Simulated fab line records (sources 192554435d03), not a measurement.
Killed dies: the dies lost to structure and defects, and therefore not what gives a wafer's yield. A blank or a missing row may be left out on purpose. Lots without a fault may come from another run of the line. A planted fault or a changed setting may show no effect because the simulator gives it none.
Split-lot experiment    flow n5Finfet    21 wafers read from 7 lots, route of 1938 steps

== SPLIT DETAILS ==
At N5_BEOL_M9_EXPOSE_08 (exposes mask M9), the setting doseMj was moved away from the recipe's 53.75 on 7 of the 21 wafers read, by +3.5% to +7.5%. All remaining wafers had this setting at the recipe value.

== FROM THE SPLIT TO THE READING: what the file shows between them, 14 steps ==
- N5_BEOL_M9_PEB_09: peb time 60 s
- N5_BEOL_M9_DEVELOP_10: develop time 30 s
- N5_BEOL_M9_CD_MEAS_11: target cd 64.1 nm
- N5_BEOL_M9_DESCUM_16: chemistry O2, time 7.9 s
- N5_BEOL_M9_ETCH_61: etches SiARC in CF4, target depth 39 nm, time 65 s
- N5_BEOL_M9_ETCH_62: etches SOC in N2/H2, target depth 110 nm, overetch 22 nm, time 165 s
- N5_BEOL_M9_STRIP_68: strips in N2/H2
- N5_BEOL_M9_HM_OPEN_17: chemistry Cl2/BCl3, target TiN, target depth 20 nm, overetch 6 nm
- N5_BEOL_M9_STRIP_19: strips in O2
- N5_BEOL_M9_CD_MEAS_18: pitch 140 nm, target cd 70 nm
- N5_BEOL_M9_COAT_63: time 60 s, resist thk 60 nm
- N5_BEOL_M9_COAT_64: time 60 s, resist thk 12 nm
- N5_BEOL_M9_PRECLEAN_42: cleans in residue remover, time 60 s
- N5_BEOL_M9_SRD_43: time 30 s

== THE READING ==
cdNm, in nm, at N5_BEOL_M9_CD_MEAS_35 (target cd 70 nm, target cd y 40 nm). Typical for fault-free wafers on this fab line: 70.1 nm, with standard deviation 0.71 nm.

wafer   tool, chamber at the split  doseMj as run  against the recipe  cdNm, nm  against lot-mates on the recipe
L076.2  arfiScanner-03, 0           53.75          recipe              70.5      -
L076.3  arfiScanner-03, 0           53.75          recipe              71.2      -
L076.6  arfiScanner-03, 0           53.75          recipe              69.2      -
L084.1  arfiScanner-01, 0           55.83          +3.9%               72.2      +1.7
L084.5  arfiScanner-01, 0           55.83          +3.9%               72.6      +2.1
L084.6  arfiScanner-01, 0           53.75          recipe              70.5      -
L088.1  arfiScanner-03, 0           53.75          recipe              70.3      -
L088.4  arfiScanner-03, 0           57.78          +7.5%               74.6      +4.3
L088.5  arfiScanner-03, 0           57.78          +7.5%               74.3      +4.0
L089.2  arfiScanner-02, 0           53.75          recipe              69.3      -
L089.5  arfiScanner-02, 0           53.75          recipe              69.0      -
L089.6  arfiScanner-02, 0           53.75          recipe              67.8      -
L090.3  arfiScanner-02, 0           53.75          recipe              68.9      -
L090.5  arfiScanner-02, 0           53.75          recipe              70.0      -
L090.6  arfiScanner-02, 0           53.75          recipe              70.3      -
L093.2  arfiScanner-01, 0           53.75          recipe              71.0      -
L093.4  arfiScanner-01, 0           55.61          +3.5%               71.5      +0.5
L093.5  arfiScanner-01, 0           55.61          +3.5%               70.9      -0.1
L094.2  arfiScanner-01, 0           53.75          recipe              68.6      -
L094.4  arfiScanner-01, 0           53.75          recipe              69.2      -
L094.6  arfiScanner-01, 0           56.77          +5.6%               72.3      +3.4

THE FIT
A straight line over all 21 wafers: cdNm changes by +0.596 nm for each +1% of doseMj; r = +0.88; the points scatter about the line by 0.88 nm.
The same after taking each lot's own level away (the mean of its wafers on the recipe; 21 wafers): +0.51 nm for each +1%; r = +0.88; scatter 0.73 nm.
According to that fit, moving doseMj by its largest amount changes the reading by 3.8 nm.
Across the lots, their own levels run from 68.70 to 71.00 nm, a range of 3.2 times the standard deviation given above.
So the slope is not independent of the lot-to-lot level: the two fits are not the same.
Check: for one of the wafers moved furthest among these (+7.5%), held out of the fit, the line's prediction against its lot-mates is +3.49 nm. Against them it came out at +4.3 nm.

== FURTHER SPLITS ON THESE WAFERS ==
Note: prior to the reading, these wafers also went through further splits. Each is held against what the fit with the lots' levels taken away leaves over:
other split on the same wafers  wafers away from the commonest value  r with cdNm (lot level and that fit taken away)
N5_BEOL_M9_COAT_05 spinRpm      5                                     -0.31

== THE WHOLE CHAIN: every reading that the file lists as answering this split, in the file's order ==
step                   what it does                        reading  change (the file's fit)                r (the file's)
N5_BEOL_M9_CD_MEAS_11  target cd 64.1 nm                   cdNm     +0.515 nm for each +1% of the setting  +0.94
N5_BEOL_M9_CD_MEAS_18  pitch 140 nm, target cd 70 nm       cdNm     +0.486 nm for each +1% of the setting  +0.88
N5_BEOL_M9_CD_MEAS_35  target cd 70 nm, target cd y 40 nm  cdNm     +0.51 nm for each +1% of the setting   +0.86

== THE FILE'S OWN FIT ==
cdNm changes by +0.51 nm for each +1% of doseMj, r = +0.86.
